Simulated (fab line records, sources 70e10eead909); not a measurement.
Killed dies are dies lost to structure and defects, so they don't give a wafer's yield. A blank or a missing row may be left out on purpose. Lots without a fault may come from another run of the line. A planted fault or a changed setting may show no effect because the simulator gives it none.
Chamber matching | flow nand_harc | NHARC_P_M0_CMP_23 on cmp-02: 4 sister chambers
The step polishes, t overpolish 20 s, target thk 117.53 nm. 4 wafers are shown with their chamber, then 9 later ones without.

WAFERS WITH THEIR CHAMBER
wafer  | chamber | motor_current_A (A)
L086.1 | 2       | 10.3
L086.4 | 3       | 11.0
L085.5 | 1       | 14.3
L085.6 | 0       | 11.8

WAFERS WITHOUT THEIR CHAMBER
wafer  | motor_current_A (A)
L089.1 | 11.6
L089.4 | 11.9
L089.5 | 11.6
L094.1 | 10.9
L094.2 | 13.3
L094.4 | 11.2
L097.2 | 11.4
L097.3 | 11.8
L097.6 | 11.3

WHICH CHAMBER EACH WENT THROUGH
wafer  | from the rows above          | in truth
L089.1 | can't be placed: 0 or 3      | 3
L089.4 | 0                            | 0
L089.5 | can't be placed: 0 or 3      | 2
L094.1 | can't be placed: 3 or 2      | 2
L094.2 | can't be placed: 1 or 0      | 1
L094.4 | can't be placed: 3 or 0 or 2 | 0
L097.2 | can't be placed: 0 or 3 or 2 | 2
L097.3 | 0                            | 0
L097.6 | can't be placed: 3 or 0 or 2 | 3
Placed correctly: 2 of 9. Can't be placed from these rows: 7 (the true chamber is among the candidates in 6). Placed wrongly: 0.
How it was worked out, from the rows above alone: a wafer's distance from a chamber is the root of the sum, over the readings, of the square of ((its reading less the chamber's mean) divided by the reading's scatter). The wafer belongs to the nearest chamber; if the next one is less than 2 further off, it can't be placed. A chamber's mean is the mean of its shown wafers. The scatter: with one shown wafer a chamber, the root of the mean of the squares of how far each hidden wafer lies from its nearest shown one.
